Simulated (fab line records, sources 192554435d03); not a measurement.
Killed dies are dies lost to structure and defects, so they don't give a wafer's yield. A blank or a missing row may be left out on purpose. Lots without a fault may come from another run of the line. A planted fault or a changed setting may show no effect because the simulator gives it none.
Which tool did it? | flow n5_finfet | 12 lots, 36 wafers sampled, at 3 steps of a route of 1938

WHAT THE GAUGES READ, wafer by wafer
N5_STI_FIN_REVEAL_CD_MEAS_22: target cd 6.238 nm, pitch 28 nm.
lot  | measured    | on        | cd_nm (nm)
L075 | day 2 19:20 | cd_sem-01 | 5.92 6.17 6.43
L077 | day 3 08:50 | cd_sem-01 | 6.02 6.29 5.96
L079 | day 3 20:22 | cd_sem-03 | 6.43 6.18 6.21
L081 | day 4 09:19 | cd_sem-03 | 6.81 6.18 6.27
L083 | day 4 22:44 | cd_sem-03 | 6.45 6.10 6.17
L085 | day 5 14:20 | cd_sem-02 | 6.20 6.05 5.64
L087 | day 5 23:07 | cd_sem-03 | 6.32 6.41 5.99
L089 | day 6 07:19 | cd_sem-02 | 5.93 6.57 5.97
L091 | day 6 18:31 | cd_sem-03 | 6.36 5.97 6.05
L093 | day 7 06:11 | cd_sem-03 | 6.01 6.01 6.43
L095 | day 7 18:17 | cd_sem-01 | 6.40 6.19 6.04
L097 | day 8 06:39 | cd_sem-01 | 6.41 6.58 6.65

WHICH TOOL RAN EACH LOT (tool, then ch and the chambers of the sampled wafers, then the start)
lot  | N5_FIN_CUT_CUT_ETCH_27            | N5_STI_FIN_REVEAL_OXIDATION_31
L075 | rie_diel-06 ch 0,2,3, day 2 10:08 | plasma_asher-02 ch 0,1, day 2 18:47
L077 | rie_diel-01 ch 0,2,3, day 2 23:07 | plasma_asher-02 ch 0,1, day 3 08:16
L079 | rie_diel-01 ch 0,1,2, day 3 10:06 | plasma_asher-02 ch 0,1, day 3 19:53
L081 | rie_diel-03 ch 0,2,3, day 4 00:06 | plasma_asher-01 ch 0,1, day 4 08:37
L083 | rie_diel-03 ch 0,1,2, day 4 12:13 | plasma_asher-02 ch 0,1, day 4 22:13
L085 | rie_diel-01 ch 2,3, day 5 04:23   | plasma_asher-01 ch 1, day 5 13:31
L087 | rie_diel-01 ch 1,2,3, day 5 13:58 | plasma_asher-01 ch 0,1, day 5 22:32
L089 | rie_diel-01 ch 0,2, day 5 21:21   | plasma_asher-02 ch 0,1, day 6 06:48
L091 | rie_diel-01 ch 1,2,3, day 6 09:28 | plasma_asher-02 ch 0,1, day 6 17:59
L093 | rie_diel-01 ch 1,2,3, day 6 21:07 | plasma_asher-01 ch 0,1, day 7 05:40
L095 | rie_diel-01 ch 0,3, day 7 09:16   | plasma_asher-02 ch 0,1, day 7 17:46
L097 | rie_diel-06 ch 0,1,2, day 7 21:13 | plasma_asher-02 ch 0,1, day 8 06:09
- N5_FIN_CUT_CUT_ETCH_27: etches SiO2 in CHF3/O2, target depth 4 nm, overetch 2 nm, time 4.9 s.
- N5_STI_FIN_REVEAL_OXIDATION_31: chemistry O2 PLASMA REMOTE, time 20 s.

THE ANSWER, worked out from the rows above alone
Rule: what is usual is taken from the lots themselves. Put in order of their means at a reading, lots are off if they are a third of the lots or fewer, leave a main group of 4 or more, and stand apart from it by a gap of 3 or more times the standard deviation of the main group's means; of several such gaps the widest counts. A main group whose means are all the same, to the digits that the tables above print for the reading, isn't used. A lot without any number at a reading at which 4 lots or more have one is off too. The other lots that the step has rows for count as sound.
No lot is off at any reading shown: from this, nothing can be told.

WHAT THE SIMULATOR HAD PUT IN
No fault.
